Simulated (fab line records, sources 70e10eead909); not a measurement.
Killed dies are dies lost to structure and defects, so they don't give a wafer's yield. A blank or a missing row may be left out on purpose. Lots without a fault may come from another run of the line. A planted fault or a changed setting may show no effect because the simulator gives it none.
A struck lot beside a sound one | flow nand_harc | 15 steps out of a route of 1302
Sound: wafers L467.1, L467.2, L467.6. Struck: wafer L458.1. (L458.3, L458.5 of the same lot were not struck and are left out.) The cause comes at the end.
At each step with rows: each side's tool, then ch and its chambers, then its first start. Under that, the readings that differ: sound wafers | struck wafers | difference of the means | sigmas: that difference in standard deviations of wafers without a fault.
alike: readings whose means differ by less than 2 such deviations, and words and numbers that are the same on both sides. not compared: withheld readings, readings that some wafer has no value for, bounds like >300 that may hide the same value, and numbers for which the record gives no deviation and whose values overlap.
The two part at a step that has a row with sigmas, a row that says differs or no value, or rows on one side only. Numbers that don't overlap but have no deviation are shown without sigmas and don't part them. A reading that every wafer of one side lacks parts them only if that side has two wafers or more.

first, 1 step without rows for these wafers: NHARC_A_M0_DEVELOP_08 (develop time 35 s).
NHARC_A_M0_CD_MEAS_09: target cd 80 nm.
  sound on cd_sem-03 ch 0, day 30 11:45; struck on cd_sem-03 ch 0, day 27 01:20
  alike: cd_nm
NHARC_A_M0_OVL_MEAS_10: pitch 160 nm.
  sound on overlay-02, day 30 11:50; struck on overlay-02, day 27 01:26
  alike: overlay_x_nm, overlay_y_nm
NHARC_A_M0_INSPECT_11:
  sound on defect_inspect-02, day 30 11:52; struck on defect_inspect-02, day 27 01:28
  reading          | sound    | struck | difference | sigmas
  raw_defect_count | 51 66 70 | 150    | +88        | +2
NHARC_A_M0_DESCUM_14: chemistry O2, time 3 s.
  sound on rie_diel-03 ch 0,3, day 30 11:56; struck on rie_diel-05 ch 1, day 27 01:32
  alike: drypump_motor_current_A, oes_product_au, rf_vpp_V, showerhead_plenum_p_Torr, throttle_valve_pct
  not compared: rf_hours_counter_h
then, 1 step without rows for these wafers: NHARC_A_M0_ETCH_34 (etches the open film in N2/H2, target depth 40 nm, overetch 12 nm, time 43.94 s).
NHARC_A_M0_ETCH_15: etches the open film in C4F8/Ar, target depth 150 nm, overetch 15 nm, time 82.5 s.
  sound on rie_diel-03 ch 0,1; struck on rie_diel-05 ch 0
  reading      | sound       | struck | difference | sigmas
  rf_vpp_V (V) | 436 438 439 | 445    | +7         | +2
  alike: oes_product_au
  not compared: rf_hours_counter_h
NHARC_A_M0_CD_MEAS_16:
  sound on cd_sem-03, day 30 12:14; struck on cd_sem-01, day 27 01:50
  reading    | sound          | struck | difference | sigmas
  cd_nm (nm) | 79.0 79.7 79.6 | 81.1   | +1.7       | +3
NHARC_A_M0_STRIP_18: strips in N2/H2.
  sound on rie_diel-01 ch 0,3, day 30 12:19; struck on rie_diel-01 ch 2, day 27 01:54
  reading                     | sound       | struck | difference | sigmas
  drypump_motor_current_A (A) | 5.2 4.9 5.2 | 6.3    | +1.2       | +2
  alike: oes_product_au, rf_vpp_V, showerhead_plenum_p_Torr, throttle_valve_pct
  not compared: rf_hours_counter_h
then, 1 step without rows for these wafers: NHARC_A_M0_STRIP_19 (strips in post etch residue remover, time 600 s).
NHARC_A_M0_DEGAS_28: time 60 s.
  sound on pvd_sputter-01, day 30 12:51; struck on pvd_sputter-01, day 27 02:36
  alike: heater_power_w
NHARC_A_M0_PRE_CLEAN_29: time 30 s.
  sound on pvd_sputter-01; struck on pvd_sputter-01
  alike: heater_power_w
NHARC_A_M0_PVD_20: deposits TaN, target thk 5 nm, time 8.06 s.
  sound on pvd_sputter-01, day 30 12:59; struck on pvd_sputter-01, day 27 02:43
  reading                | sound             | struck | difference | sigmas
  cathode_dc_power_W (W) | 15001 14995 15003 | 14462  | -538       | -99 or more
  alike: throttle_valve_pct
then, 1 step without rows for these wafers: NHARC_A_M0_PVD_21 (deposits Cu, target thk 30 nm, time 20.49 s).
NHARC_END_SORT_01:
  the record has rows for the sound wafers here (prober-02 ch 0, day 32 03:20) and none for the struck ones

WHERE THEY PART
First at NHARC_A_M0_INSPECT_11; last, within this record, at NHARC_END_SORT_01.

WHY: what the simulator had put in
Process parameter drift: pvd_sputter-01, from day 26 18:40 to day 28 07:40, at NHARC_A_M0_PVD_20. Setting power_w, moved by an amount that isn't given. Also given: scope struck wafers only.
